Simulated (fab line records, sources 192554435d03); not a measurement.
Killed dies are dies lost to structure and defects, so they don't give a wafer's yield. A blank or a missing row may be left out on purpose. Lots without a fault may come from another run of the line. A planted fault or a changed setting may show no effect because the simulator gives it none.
Which tool did it? | flow n5_finfet | 13 lots, 36 wafers sampled, at 5 steps of a route of 1938

WHAT THE GAUGES READ, wafer by wafer
The record holds no reading of a measuring or inspecting step that can be judged against a usual standard deviation.

WHICH TOOL RAN EACH LOT (tool, then ch and the chambers of the sampled wafers, then the start)
lot  | N5_SD_EPI_N_ETCH_35               | N5_SD_EPI_N_SD_RECESS_17        | N5_SD_EPI_N_LINER_46             | N5_SD_EPI_P_COAT_03              | N5_PASSIVATION_PROBE_49
L778 | rie_diel-01 ch 0,3, day 3 03:13   | rie_si-03 ch 0,2,3, day 3 03:49 | ald_sin-03 ch 0,1, day 3 06:49   | litho_track-02 ch 0, day 3 07:07 | -
L779 | rie_diel-06 ch 1,2, day 3 06:37   | rie_si-03 ch 0,2, day 3 07:13   | ald_sin-02 ch 0,2, day 3 10:14   | litho_track-05 ch 0, day 3 10:32 | -
L780 | rie_diel-01 ch 0,1,2, day 3 13:26 | rie_si-05 ch 0,1,2, day 3 14:01 | ald_sin-04 ch 0,1,3, day 3 17:56 | litho_track-01 ch 0, day 3 18:14 | -
L783 | rie_diel-06 ch 1,2,3, day 4 07:55 | rie_si-05 ch 0,1,2, day 4 08:31 | ald_sin-04 ch 0,1, day 4 11:33   | litho_track-01 ch 0, day 4 11:56 | -
L784 | rie_diel-01 ch 0,1,3, day 4 13:10 | rie_si-05 ch 1,2, day 4 13:45   | ald_sin-03 ch 1,2, day 4 16:46   | litho_track-05 ch 0, day 4 17:03 | -
L785 | rie_diel-01 ch 1,3, day 4 22:45   | rie_si-05 ch 0,1, day 4 23:14   | ald_sin-04 ch 0,1, day 5 02:39   | litho_track-02 ch 0, day 5 02:50 | -
L786 | rie_diel-06 ch 1,2, day 5 03:53   | rie_si-06 ch 2, day 5 04:28     | ald_sin-02 ch 0,2, day 5 07:37   | litho_track-01 ch 0, day 5 07:55 | -
L787 | rie_diel-05 ch 1,2, day 5 07:00   | rie_si-03 ch 0,1,2, day 5 07:36 | ald_sin-04 ch 0,1, day 5 10:38   | litho_track-05 ch 0, day 5 10:55 | -
L788 | rie_diel-05 ch 1,2,3, day 5 16:38 | rie_si-05 ch 0,1,2, day 5 17:13 | ald_sin-02 ch 0,1, day 5 20:50   | litho_track-01 ch 0, day 5 21:07 | -
L790 | rie_diel-06 ch 0,1, day 6 02:44   | rie_si-05 ch 0,1, day 6 03:20   | ald_sin-02 ch 0,1,3, day 6 06:20 | litho_track-01 ch 0, day 6 06:38 | prober-01, day 16 04:15
L793 | rie_diel-05 ch 1,2,3, day 6 20:04 | rie_si-06 ch 0,1, day 6 20:39   | ald_sin-04 ch 0,1,2, day 6 23:46 | litho_track-01 ch 0, day 7 00:03 | -
L794 | rie_diel-01 ch 0,1, day 7 01:46   | rie_si-03 ch 0,1, day 7 02:22   | ald_sin-04 ch 2,3, day 7 05:23   | litho_track-05 ch 0, day 7 05:40 | -
L801 | rie_diel-06 ch 0,1,3, day 8 20:35 | rie_si-06 ch 2,3, day 8 21:11   | ald_sin-04 ch 0,1,3, day 9 01:11 | litho_track-05 ch 0, day 9 01:29 | -
- N5_SD_EPI_N_ETCH_35: etches SOC in N2/H2, overetch 108 nm, time 486 s.
- N5_SD_EPI_N_SD_RECESS_17: chemistry HBr/Cl2/O2, target depth 41 nm, time 23.7 s, bt time 3 s.
- N5_SD_EPI_N_LINER_46: material SiNx, target thk 3 nm.
- N5_SD_EPI_P_COAT_03: resist thk 150 nm.
- N5_PASSIVATION_PROBE_49

WHAT THE TOOLS THEMSELVES READ (means of the sampled wafers that have a number; where no wafer has one, the mark that the record gives instead)
N5_SD_EPI_N_ETCH_35.
lot  | tool        | drypump_motor_current_A (A) | oes_product_au (a.u.) | rf_vpp_V (V) | showerhead_plenum_p_Torr (Torr) | throttle_valve_pct (%)
L778 | rie_diel-01 | 5.5                         | 0.71                  | 242.0        | 2.61                            | 23.75
L779 | rie_diel-06 | 5.6                         | 0.78                  | 241.1        | 2.61                            | 23.77
L780 | rie_diel-01 | 5.5                         | 0.75                  | 241.2        | 2.59                            | 23.69
L783 | rie_diel-06 | 5.5                         | 0.70                  | 240.6        | 2.57                            | 23.84
L784 | rie_diel-01 | 5.7                         | 0.75                  | 241.8        | 2.59                            | 23.71
L785 | rie_diel-01 | 5.8                         | 0.72                  | 242.1        | 2.59                            | 23.80
L786 | rie_diel-06 | 5.8                         | 0.73                  | 241.2        | 2.56                            | 23.83
L787 | rie_diel-05 | 5.9                         | 0.85                  | 240.4        | 2.48                            | 23.86
L788 | rie_diel-05 | 6.0                         | 0.76                  | 240.9        | 2.53                            | 23.86
L790 | rie_diel-06 | 5.6                         | 0.67                  | 241.3        | 2.51                            | 24.19
L793 | rie_diel-05 | 6.0                         | 0.75                  | 240.5        | 2.53                            | 23.88
L794 | rie_diel-01 | 5.8                         | 0.78                  | 241.9        | 2.55                            | 23.62
L801 | rie_diel-06 | 5.5                         | 0.72                  | 240.7        | 2.51                            | 24.01

N5_SD_EPI_N_SD_RECESS_17.
lot  | tool      | drypump_motor_current_A (A) | oes_product_au (a.u.) | throttle_valve_pct (%)
L778 | rie_si-03 | 5.8                         | 0.979                 | 37.37
L779 | rie_si-03 | 5.6                         | 0.982                 | 37.37
L780 | rie_si-05 | 5.9                         | 0.995                 | 37.06
L783 | rie_si-05 | 5.9                         | 0.997                 | 37.07
L784 | rie_si-05 | 5.8                         | 0.986                 | 37.11
L785 | rie_si-05 | 5.7                         | 0.996                 | 36.86
L786 | rie_si-06 | 6.3                         | 1.005                 | 36.98
L787 | rie_si-03 | 5.9                         | 0.988                 | 37.35
L788 | rie_si-05 | 5.9                         | 0.994                 | 37.06
L790 | rie_si-05 | 5.7                         | 1.005                 | 36.84
L793 | rie_si-06 | 6.3                         | 0.992                 | 36.76
L794 | rie_si-03 | 6.2                         | 0.993                 | 37.37
L801 | rie_si-06 | 5.8                         | 0.998                 | 36.87

N5_SD_EPI_N_LINER_46.
lot  | tool       | heater_power_w (W)
L778 | ald_sin-03 | 841
L779 | ald_sin-02 | 740
L780 | ald_sin-04 | 795
L783 | ald_sin-04 | 786
L784 | ald_sin-03 | 865
L785 | ald_sin-04 | 774
L786 | ald_sin-02 | 721
L787 | ald_sin-04 | 756
L788 | ald_sin-02 | 799
L790 | ald_sin-02 | 843
L793 | ald_sin-04 | 810
L794 | ald_sin-04 | 870
L801 | ald_sin-04 | 808

N5_SD_EPI_P_COAT_03.
lot  | tool           | spin_speed_rpm (rpm)
L778 | litho_track-02 | 1500.4
L779 | litho_track-05 | 1499.3
L780 | litho_track-01 | 1500.4
L783 | litho_track-01 | 1499.6
L784 | litho_track-05 | 1500.0
L785 | litho_track-02 | 1499.7
L786 | litho_track-01 | 1499.7
L787 | litho_track-05 | 1498.8
L788 | litho_track-01 | 1500.9
L790 | litho_track-01 | 1567.4
L793 | litho_track-01 | 1567.1
L794 | litho_track-05 | 1500.0
L801 | litho_track-05 | 1500.7

N5_PASSIVATION_PROBE_49.
lot  | tool      | killed_at_M0_to_M3 | killed_at_M4_up | killed_at_contacts | killed_at_front_end | killed_at_other | killed_dies | killed_open | killed_short
L790 | prober-01 | 23                 | 17              | 15                 | 47                  | 2.0             | 104         | 65          | 38

THE ANSWER, worked out from the rows above alone
Rule: what is usual is taken from the lots themselves. Put in order of their means at a reading, lots are off if they are a third of the lots or fewer, leave a main group of 4 or more, and stand apart from it by a gap of 3 or more times the standard deviation of the main group's means; of several such gaps the widest counts. A main group whose means are all the same, to the digits that the tables above print for the reading, isn't used. A lot without any number at a reading at which 4 lots or more have one is off too. The other lots that the step has rows for count as sound. The gauges are gone through in route order, then the tools' own readings, and for those a lot's mean is taken as printed above. The first step at which some lot is off is used, and at that step the reading that is off furthest; a lot without a number counts as furthest.
Off: L790, L793, at N5_SD_EPI_P_COAT_03 (spin_speed_rpm). The main group: mean 1500.0 rpm, standard deviation 0.59.
A tool fits if, at that step or a process step before it, it ran every lot that is off, and no sound lot after the first of them. One fits: litho_track-01 at N5_SD_EPI_P_COAT_03. Its last sound lot is L788 (day 5 21:07), its first lot that is off L790 (day 6 06:38): a fault that began between those two fits.
The tool's own readings at N5_SD_EPI_P_COAT_03 bear it out: on the lots that are off they differ by more than 5 times the standard deviation of the sound lots' means. spin_speed_rpm reads 1567.2 rpm there against 1500.0 rpm on the sound lots.

WHAT THE SIMULATOR HAD PUT IN
Process parameter drift: litho_track-01, from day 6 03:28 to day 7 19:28, at N5_SD_EPI_P_COAT_03. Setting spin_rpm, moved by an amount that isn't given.
Lots struck among those shown: L790, L793. The rule above found the same.
